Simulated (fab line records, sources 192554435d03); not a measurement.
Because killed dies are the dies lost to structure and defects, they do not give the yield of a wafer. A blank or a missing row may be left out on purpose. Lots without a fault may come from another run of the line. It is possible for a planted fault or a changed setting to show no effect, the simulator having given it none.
Problem report, 8D (eight disciplines) form, completed by code -- flow n5Finfet -- the parts of the form that need people (team, actions taken, sign-off) are left out

== 1. PROBLEM STATEMENT ==
At N5_BEOL_M11_ETCH_61, etchRfOnTimeS averages 41.8 s over 4 wafers from 3 lots, while fault-free wafers read 64.1 s, standard deviation 2.1. That is -11 standard deviations from the usual mean.
The step: etches SiARC in CF4, target depth 39 nm, time 65 s.
The first sign was on wafer L460.3 at day 14 16:23, on rieDiel-05. The record holds 21 wafers of 7 lots with a number at this step. Rule for "out" (also "out of limits"): further than 4 standard deviations from the usual mean. The other wafers with a number count as sound.

== 2. WHAT THIS IS AND IS NOT ==
question,is,is not
which readings at this step,etchRfOnTimeS,"drypumpMotorCurrentA, mfcArSccm, rfVppV, showerheadPlenumPTorr, throttleValvePct"
which lots,"L460, L461, L463","L448, L453, L456, L459"
which wafers of those lots,"L460.3, L461.3, L461.5, L463.3","L460.2, L460.6, L461.6, L463.1, L463.2"
read on which tools,rieDiel-05,"rieDiel-03, rieDiel-06"
when,from day 14 16:23,"up to then (14 sound wafers); but 3 sound wafers of L461, L463 came after"

== 3. WHAT RULES OUT EACH SUSPECT ==
Counting: any tool at a process step up to the reading remains a suspect provided it ran every lot that is out. Sound lots after the first of them don't rule it out here, since some wafers of a struck lot are sound.
- rieDiel-05 at N5_BEOL_M11_DESCUM_16 (chemistry O2, time 7.9 s): kept. Every lot that is out went through it, the first being L460 (day 14 16:21); the last sound lot it ran before that was L459 (day 14 08:22).
- rieDiel-05 at N5_BEOL_M11_ETCH_61 (etches SiARC in CF4, target depth 39 nm, time 65 s): kept. Every lot that is out went through it, the first being L460 (day 14 16:23); the last sound lot it ran before that was L459 (day 14 08:25). Its own readings are out on those wafers: etchRfOnTimeS.
The count leaves rieDiel-05 at N5_BEOL_M11_ETCH_61 and rieDiel-05 at N5_BEOL_M11_DESCUM_16.

== 4. THE CAUSE (what the simulator had put in) ==
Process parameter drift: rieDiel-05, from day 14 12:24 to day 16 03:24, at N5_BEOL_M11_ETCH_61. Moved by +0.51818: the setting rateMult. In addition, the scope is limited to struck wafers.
This tool is one of the 2 suspects left after counting.

== 5. THE EFFECT CHAIN, in route order ==
Rows list readings where the struck wafers' mean (over those with a number) sits beyond 3 standard deviations from the usual. Scope: only readings with a usual standard deviation given in the record; hours: median across lots of the time from each lot's start at the first step in this table that gives one to its start at this step; sigmas: change in usual standard deviations.
hours,step,reading,usual,on struck wafers,change,sigmas
0,N5_BEOL_M11_ETCH_61,etchRfOnTimeS,64.1 s,41.8,-22.3,-11
0,N5_BEOL_M11_ETCH_61,oesProductAu,0.65 a.u.,0.86,+0.21,+3.6
Here are the process steps it includes:
- N5_BEOL_M11_ETCH_61: etches SiARC in CF4, target depth 39 nm, time 65 s.

== 6. WHAT WOULD HAVE CAUGHT IT SOONER ==
First out-of-limits reading in this record: day 14 16:23, which is 4 hours after fault onset at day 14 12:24.
